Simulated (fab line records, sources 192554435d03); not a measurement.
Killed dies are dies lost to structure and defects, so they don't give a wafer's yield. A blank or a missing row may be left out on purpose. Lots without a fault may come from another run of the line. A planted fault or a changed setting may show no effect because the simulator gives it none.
Chamber matching | flow n5_finfet | N5_FIN_CUT_ETCH_30 on rie_diel-03: 4 sister chambers
The step etches underlayer in N2/H2, target depth 13 nm, time 10.4 s. 4 wafers are shown with their chamber, then 7 later ones without.

WAFERS WITH THEIR CHAMBER
wafer  | chamber | drypump_motor_current_A (A)
L088.2 | 1       | 6.1
L088.3 | 2       | 6.1
L088.4 | 0       | 4.9
L089.4 | 3       | 6.3

WAFERS WITHOUT THEIR CHAMBER
wafer  | drypump_motor_current_A (A)
L089.6 | 4.9
L093.2 | 4.9
L093.3 | 6.0
L093.4 | 6.3
L094.3 | 6.1
L094.5 | 6.3
L094.6 | 4.9

WHICH CHAMBER EACH WENT THROUGH
wafer  | from the rows above     | in truth
L089.6 | 0                       | 0
L093.2 | 0                       | 0
L093.3 | can't be placed: 1 or 2 | 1
L093.4 | 3                       | 3
L094.3 | can't be placed: 1 or 2 | 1
L094.5 | 3                       | 3
L094.6 | 0                       | 0
Placed correctly: 5 of 7. Can't be placed from these rows: 2 (the true chamber is among the candidates in 2). Placed wrongly: 0.
How it was worked out, from the rows above alone: a wafer's distance from a chamber is the root of the sum, over the readings, of the square of ((its reading less the chamber's mean) divided by the reading's scatter). The wafer belongs to the nearest chamber; if the next one is less than 2 further off, it can't be placed. A chamber's mean is the mean of its shown wafers. The scatter: with one shown wafer a chamber, the root of the mean of the squares of how far each hidden wafer lies from its nearest shown one.
